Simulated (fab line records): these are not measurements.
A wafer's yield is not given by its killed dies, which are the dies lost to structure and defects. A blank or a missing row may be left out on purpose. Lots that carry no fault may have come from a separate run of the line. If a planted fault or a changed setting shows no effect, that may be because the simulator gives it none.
A single fault, viewed from 2 desks || flow n5-finfet || every desk sees just its own numbers, and what lay behind them comes last

== THE TOOL OWNER'S DESK: pecvd-01 ==
The tool's own readings at N5_BEOL_M10_PECVD_70 (deposits SiO2 from TEOS/O2, target thk 20 nm, time 22.7 s): means of the sampled wafers that have a number, for each lot that ran on this tool. The brackets show how far a lot's mean lies from the usual mean; more than 4 standard deviations puts the lot out of limits, marked OUT.
Columns: A = heater-power-w at N5_BEOL_M10_PECVD_70, usual 680 W; B = showerhead-plenum-p-Torr at N5_BEOL_M10_PECVD_70, usual 8.77 Torr; C = throttle-valve-pct at N5_BEOL_M10_PECVD_70, usual 22.4 %
{"lot": "L702", "first seen here": "day 16 03:29", "A": 740, "B": 8.78, "C": 22.2}
{"lot": "L703", "first seen here": "day 16 06:27", "A": 747, "B": 8.79, "C": 22.7}
{"lot": "L710", "first seen here": "day 18 18:52", "A": 713, "B": 8.80, "C": 22.5}
{"lot": "L713", "first seen here": "day 19 11:01", "A": 736, "B": 8.82, "C": 21.6}
{"lot": "L712", "first seen here": "day 19 18:40", "A": 743, "B": 8.82, "C": 21.6}
This desk found nothing out of limits on any of the 5 lots.

== FROM THE METROLOGY DESK ==
Means of the sampled wafers that have a number, per lot and without regard to the tool the lot ran on: this is what the gauges read. The brackets show how far a lot's mean lies from the usual mean; more than 4 standard deviations puts the lot out of limits, marked OUT.
Columns: A = M11_ILD_THK at N5_BEOL_M11_THK_MEAS_01, usual 267.8 nm
{"lot": "L693", "first seen here": "day 11 05:53", "A": 269.0}
{"lot": "L696", "first seen here": "day 12 20:22", "A": 269.9}
{"lot": "L702", "first seen here": "day 16 10:32", "A": 264.3}
{"lot": "L703", "first seen here": "day 16 17:29", "A": 269.3}
{"lot": "L704", "first seen here": "day 16 23:53", "A": 266.4}
{"lot": "L714", "first seen here": "day 18 22:44", "A": 268.0}
{"lot": "L710", "first seen here": "day 19 03:26", "A": 266.6}
{"lot": "L711", "first seen here": "day 19 12:53", "A": 265.2}
{"lot": "L713", "first seen here": "day 19 21:59", "A": 269.2}
{"lot": "L701", "first seen here": "day 20 09:20", "A": 269.1}
{"lot": "L712", "first seen here": "day 20 09:34", "A": 266.1}
This desk found nothing out of limits on any of the 11 lots.

== ALL TOGETHER ==
Nothing out of limits was seen by the tool owner's desk.
The metrology desk saw nothing out of limits.

== WHAT HAD BEEN PUT IN BY THE SIMULATOR ==
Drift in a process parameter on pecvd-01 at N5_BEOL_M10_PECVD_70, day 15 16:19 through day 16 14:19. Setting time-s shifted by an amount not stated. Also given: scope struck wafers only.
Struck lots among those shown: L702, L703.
